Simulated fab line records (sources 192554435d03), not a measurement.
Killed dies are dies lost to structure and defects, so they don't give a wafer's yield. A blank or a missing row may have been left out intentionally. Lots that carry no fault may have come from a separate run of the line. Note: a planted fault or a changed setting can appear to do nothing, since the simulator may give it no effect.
Matching of chambers ; flow n5-finfet ; 4 sister chambers for N5_GATE_CUT_CMP_43 on cmp-03
The step polishes SiO2. 14 wafers are shown with their chamber, then 7 later ones without.

## WAFERS PAIRED WITH THEIR CHAMBERS
wafer;chamber;motor-current-A (A)
L075.2;0;11.6
L075.4;1;11.7
L075.6;3;10.7
L078.3;1;12.3
L078.4;2;12.6
L078.5;1;12.1
L074.1;2;13.1
L074.5;0;11.4
L074.6;3;11.0
L079.3;3;11.4
L079.4;2;12.8
L079.6;1;12.1
L088.2;1;11.9
L088.3;0;10.3

SIGNATURES, as means of the wafers listed above
reading;chamber 0;chamber 1;chamber 2;chamber 3;scatter within a chamber
motor-current-A;11.100;12.020;12.833;11.033;0.395
Rule: a wafer's distance from a chamber is the root of the sum, over the readings, of the square of ((its reading less the chamber's mean) divided by the reading's scatter). The wafer belongs to the nearest chamber; if the next one is less than 2 further off, it can't be placed. The scatter: take each reading less its chamber's mean, square it, sum over the shown wafers, divide by the number of wafers less the number of chambers, and take the root.

## WAFERS MISSING THEIR CHAMBER
wafer;motor-current-A (A)
L088.5;12.7
L092.3;11.0
L092.4;12.2
L092.6;12.1
L094.1;11.4
L094.2;11.7
L094.5;10.5

## WHICH CHAMBER EACH ONE RAN IN
wafer;from the rows above;in truth
L088.5;can't be placed: 2 or 1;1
L092.3;can't be placed: 3 or 0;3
L092.4;can't be placed: 1 or 2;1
L092.6;can't be placed: 1 or 2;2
L094.1;can't be placed: 0 or 3 or 1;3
L094.2;can't be placed: 1 or 0 or 3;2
L094.5;can't be placed: 3 or 0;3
0 of 7 placed correctly. Not placeable from these rows: 7 (in 6, the candidates include the true chamber). 0 placed wrongly.
